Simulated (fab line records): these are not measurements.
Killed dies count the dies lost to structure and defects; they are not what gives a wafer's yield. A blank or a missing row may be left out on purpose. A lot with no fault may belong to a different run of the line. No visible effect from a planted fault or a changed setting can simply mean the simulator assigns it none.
Split-lot experiment | flow n5_finfet | 21 wafers read across 7 lots, on a route 1938 steps long

ON THE SPLIT
At N5_BEOL_M11_ETCH_41 (etches SiCN in CH3F/O2, target depth 42.6 nm, time 86 s), the setting time_s was moved away from the recipe's 86 s on 5 of the 21 wafers read, by -17.9% to +13.7%. The other wafers ran this setting at the recipe's value.

The reading is taken at the split's own step.

THE READING
etch.depth_nm (the simulator's own value, which no gauge read), in nm, at N5_BEOL_M11_ETCH_41 (etches SiCN in CH3F/O2, target depth 42.6 nm, time 86 s). The file does not state a usual value for it. Average 32.72 nm, standard deviation 0.43 nm, over the 16 wafers here run with the recipe.

wafer  | tool, chamber at the split | time_s as run, s | against the recipe | etch.depth_nm, nm | against lot-mates on the recipe
L075.1 | rie_diel-04, 0             | 86               | recipe             | 32.34             | -
L075.2 | rie_diel-04, 2             | 86               | recipe             | 32.28             | -
L075.4 | rie_diel-04, 0             | 86               | recipe             | 32.46             | -
L079.3 | rie_diel-04, 1             | 70.59            | -17.9%             | 27.26             | -5.16
L079.4 | rie_diel-04, 3             | 86               | recipe             | 32.45             | -
L079.5 | rie_diel-04, 0             | 86               | recipe             | 32.4              | -
L086.2 | rie_diel-04, 0             | 86               | recipe             | 32.21             | -
L086.4 | rie_diel-04, 1             | 86               | recipe             | 33.58             | -
L086.6 | rie_diel-04, 2             | 86               | recipe             | 33.05             | -
L087.3 | rie_diel-01, 1             | 97.82            | +13.7%             | 38.15             | +4.90
L087.5 | rie_diel-01, 1             | 86               | recipe             | 33.25             | -
L087.6 | rie_diel-01, 2             | 97.82            | +13.7%             | 38.12             | +4.87
L091.2 | rie_diel-04, 3             | 86               | recipe             | 32.91             | -
L091.3 | rie_diel-04, 1             | 77.95            | -9.4%              | 30.19             | -2.72
L091.4 | rie_diel-04, 0             | 77.95            | -9.4%              | 28.83             | -4.08
L096.3 | rie_diel-01, 3             | 86               | recipe             | 32.89             | -
L096.4 | rie_diel-01, 1             | 86               | recipe             | 33.2              | -
L096.5 | rie_diel-01, 2             | 86               | recipe             | 33.29             | -
L095.1 | rie_diel-03, 2             | 86               | recipe             | 32.52             | -
L095.4 | rie_diel-03, 0             | 86               | recipe             | 32.28             | -
L095.5 | rie_diel-03, 2             | 86               | recipe             | 32.42             | -

FIT RESULTS
A straight line over all 21 wafers: etch.depth_nm changes by +0.352 nm for each +1% of time_s; r = +0.98; the points scatter about the line by 0.51 nm.
The same after taking each lot's own level away (the mean of its wafers on the recipe; 21 wafers): +0.333 nm for each +1%; r = +0.98; scatter 0.4 nm.
The reading moves by 6 nm for the largest change in time_s, on that fit.
Measured against the standard deviation above, the lots' own levels, which go from 32.360 to 33.250 nm, span 2.1 times it.
Consequently the slope shifts little with the lot-to-lot level, the two slopes agreeing.
Check: -6.42 nm against its lot-mates is what the line predicts for one of the wafers moved furthest among these (-17.9%) when that wafer is left out of the fit. Against them it came out at -5.16 nm.

THE OTHER SPLITS THESE WAFERS WENT THROUGH
Before the reading, these wafers also passed through other splits. Each is held against what the fit with the lots' levels taken away leaves over:
other split on the same wafers | wafers away from the commonest value | r with etch.depth_nm (lot level and that fit taken away)
N5_BEOL_M10_PECVD_70 time_s    | 7                                    | -0.32
N5_BEOL_M10_COAT_59 temp_c     | 7                                    | -0.35
N5_BEOL_M11_ILD_DEP_00 time_s  | 7                                    | -0.19

THE FILE'S OWN FIT
etch.depth_nm changes by +0.32 nm for each +1% of time_s, r = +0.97.
